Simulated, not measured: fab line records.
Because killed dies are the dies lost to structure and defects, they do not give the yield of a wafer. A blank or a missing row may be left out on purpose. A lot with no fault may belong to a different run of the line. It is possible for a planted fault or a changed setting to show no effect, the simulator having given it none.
The tool behind it: which one? + flow n5_finfet + 33 wafers from 11 lots sampled at 3 of the route's 1938 steps

== WHAT THE GAUGES SHOWED, per wafer ==
N5_PASSIVATION_CD_MEAS_44 targets a cd of 40000 nm.
| lot  | measured     | on        | cd_nm (nm)        |
|------|--------------|-----------|-------------------|
| L175 | day 13 06:28 | cd_sem-03 | 40006 40006 40000 |
| L177 | day 13 03:23 | cd_sem-01 | 40000 39998 39994 |
| L178 | day 13 19:26 | cd_sem-02 | 39993 39996 39996 |
| L179 | day 13 13:13 | cd_sem-01 | 39997 39998 39997 |
| L180 | day 15 06:50 | cd_sem-02 | 39995 40002 39997 |
| L181 | day 14 23:21 | cd_sem-03 | 39995 39998 39998 |
| L185 | day 15 07:15 | cd_sem-02 | 40006 39998 40004 |
| L188 | day 17 04:44 | cd_sem-03 | 40007 40000 40002 |
| L192 | day 18 08:44 | cd_sem-03 | 39994 39997 39994 |
| L193 | day 19 00:17 | cd_sem-03 | 39998 39999 39999 |
| L194 | day 18 22:56 | cd_sem-03 | 40002 39998 40001 |

== WHICH TOOL RAN EACH LOT (tool, then ch and the chambers of the sampled wafers, then the start) ==
| lot  | N5_BEOL_M1_HM_DEP_02         | N5_PASSIVATION_VIA_ETCH_13         |
|------|------------------------------|------------------------------------|
| L175 | pvd_sputter-03, day 6 15:37  | rie_diel-05 ch 0,2,3, day 13 03:22 |
| L177 | pvd_sputter-02, day 6 22:29  | rie_diel-06 ch 1,2,3, day 13 00:05 |
| L178 | pvd_sputter-02, day 7 03:20  | rie_diel-05 ch 1,3, day 13 16:17   |
| L179 | pvd_sputter-02, day 7 12:25  | rie_diel-06 ch 0,1,3, day 13 09:15 |
| L180 | pvd_sputter-03, day 7 19:36  | rie_diel-05 ch 0,1, day 15 03:46   |
| L181 | pvd_sputter-02, day 8 04:31  | rie_diel-06 ch 1,2, day 14 19:50   |
| L185 | pvd_sputter-03, day 9 02:19  | rie_diel-02 ch 0,2,3, day 15 03:56 |
| L188 | pvd_sputter-03, day 9 17:08  | rie_diel-02 ch 0,1,3, day 17 01:24 |
| L192 | pvd_sputter-02, day 10 08:52 | rie_diel-05 ch 0,2,3, day 18 05:18 |
| L193 | pvd_sputter-02, day 10 23:25 | rie_diel-02 ch 0,1,2, day 18 21:04 |
| L194 | pvd_sputter-01, day 11 07:44 | rie_diel-05 ch 0,1,3, day 18 17:19 |
- N5_BEOL_M1_HM_DEP_02: deposits TiN, target thk 20 nm.
- N5_PASSIVATION_VIA_ETCH_13: etches SiO2 in CHF3/O2, target depth 660 nm, time 330 s.

== THE ANSWER, worked out from the rows above alone ==
Rule: usual is defined by the lots themselves. Put in order of their means at a reading, lots are off if they are a third of the lots or fewer, leave a main group of 4 or more, and stand apart from it by a gap of 3 or more times the standard deviation of the main group's means; of several such gaps the widest counts. Not used: any main group whose means are identical at the precision the tables above print for the reading. Also off: a lot with no number at a reading for which 4 or more lots have one. The other lots that the step has rows for count as sound.
None of the lots is off at any reading shown; this tells nothing.

== WHAT THE SIMULATOR HAD PUT IN ==
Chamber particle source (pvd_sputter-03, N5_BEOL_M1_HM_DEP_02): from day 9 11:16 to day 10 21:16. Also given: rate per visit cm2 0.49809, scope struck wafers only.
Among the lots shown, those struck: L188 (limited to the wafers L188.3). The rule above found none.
